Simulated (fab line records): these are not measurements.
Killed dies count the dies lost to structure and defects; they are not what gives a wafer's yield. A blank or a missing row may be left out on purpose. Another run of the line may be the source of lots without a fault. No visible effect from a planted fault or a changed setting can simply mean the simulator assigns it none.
Comparing a struck lot with a sound one -- flow nand_harc -- 15 out of 1302 route steps
Sound: wafers L897.2, L897.3, L897.5. Struck: wafers L903.4, L903.6. Last of all comes the cause.
Order at every step that has rows: each side's tool, ch and its chambers, its first start. Under that, the readings that differ: sound wafers -- struck wafers -- difference of the means -- sigmas: that difference in standard deviations of wafers without a fault.
alike: words and numbers the same on both sides, and readings whose means are apart by under 2 such deviations; not compared: readings that were withheld, readings missing a value for some wafer, numbers with overlapping values and no deviation given by the record, and bounds like >300 which may hide the same value.
The two part at a step that has a row with sigmas, a row that says differs or no value, or rows on one side only. When numbers do not overlap yet have no deviation, they are printed without sigmas and do not part them. A reading missing from all wafers of one side parts the sides only when that side holds two or more wafers.

first, 4 steps without rows for these wafers: NHARC_A_DECK1_JOINT_CURE_26 (time 32 s); NHARC_A_DECK1_JOINT_ANNEAL_27 (time 3600 s); NHARC_A_DECK1_JOINT_ANNEAL_28 (time 1800 s); NHARC_A_DECK1_JOINT_ANNEAL_29 (time 1800 s).
NHARC_A_DECK1_JOINT_CMP_02: polishes SiOx.
  sound on cmp-01 ch 0,2,3, day 14 21:05; struck on cmp-01 ch 1,3, day 17 09:29
  alike: edge_zone_pressure_frac, motor_current_A, retaining_ring_pressure_frac
next, for these wafers, 1 step has no rows: NHARC_A_DECK1_JOINT_SRD_15.
NHARC_A_DECK1_JOINT_DEP_16: deposits SiO2, target thk 45 nm.
  sound on pecvd-03 ch 0,1, day 14 21:28; struck on pecvd-03 ch 0,2, day 17 09:53
  alike: heater_power_w, throttle_valve_pct
  not compared: since_wet_clean_h
NHARC_A_DECK1_JOINT_THK_MEAS_17: measures by ellipsometry.
  sound on film_metro-01 at day 14 21:45; struck on film_metro-01 at day 17 10:05
  alike: thk_nm
NHARC_A_DECK1_JOINT_INSPECT_05:
  sound on defect_inspect-02 at day 14 21:47; struck on defect_inspect-02 at day 17 10:07
  alike: raw_defect_count
next comes 1 step that has no rows for these wafers: NHARC_A_ONON_D2_DEP_00 (target thickness 1000 nm).
NHARC_A_ONON_D2_THK_MEAS_02: measures by ellipsometry.
  sound on film_metro-01 at day 14 22:22; struck on film_metro-01 at day 17 10:42
  alike: thk_nm
NHARC_A_ONON_D2_DEP_03: target thk 1000 nm.
  sound on pecvd_onon-02 ch 0, day 14 22:29; struck on pecvd_onon-04 ch 0, day 17 10:56
NHARC_A_ONON_D2_THK_MEAS_05: measures by ellipsometry.
  sound on film_metro-01 at day 14 22:56; struck on film_metro-02 at day 17 11:16
reading,sound,struck,difference,sigmas
thk_nm (nm),1004 1001 1004,1036 1037,+34,+5
next comes 1 step that has no rows for these wafers: NHARC_A_ONON_D2_DEP_06 (target thickness 1000 nm).
-- jump in the record: it breaks off in module A_ONON_D2 and resumes in module END (first step shown: number 1302 of the route), and 12 days separate the struck wafers' starts before and after --
NHARC_END_SORT_01:
  at this point the record logs the struck wafers (prober-02 ch 0, day 29 12:46) and has no rows for the sound ones

## WHERE THEY PART
Last at NHARC_END_SORT_01 as far as this record goes, first at NHARC_A_ONON_D2_THK_MEAS_05.

WHY: what the simulator had put in
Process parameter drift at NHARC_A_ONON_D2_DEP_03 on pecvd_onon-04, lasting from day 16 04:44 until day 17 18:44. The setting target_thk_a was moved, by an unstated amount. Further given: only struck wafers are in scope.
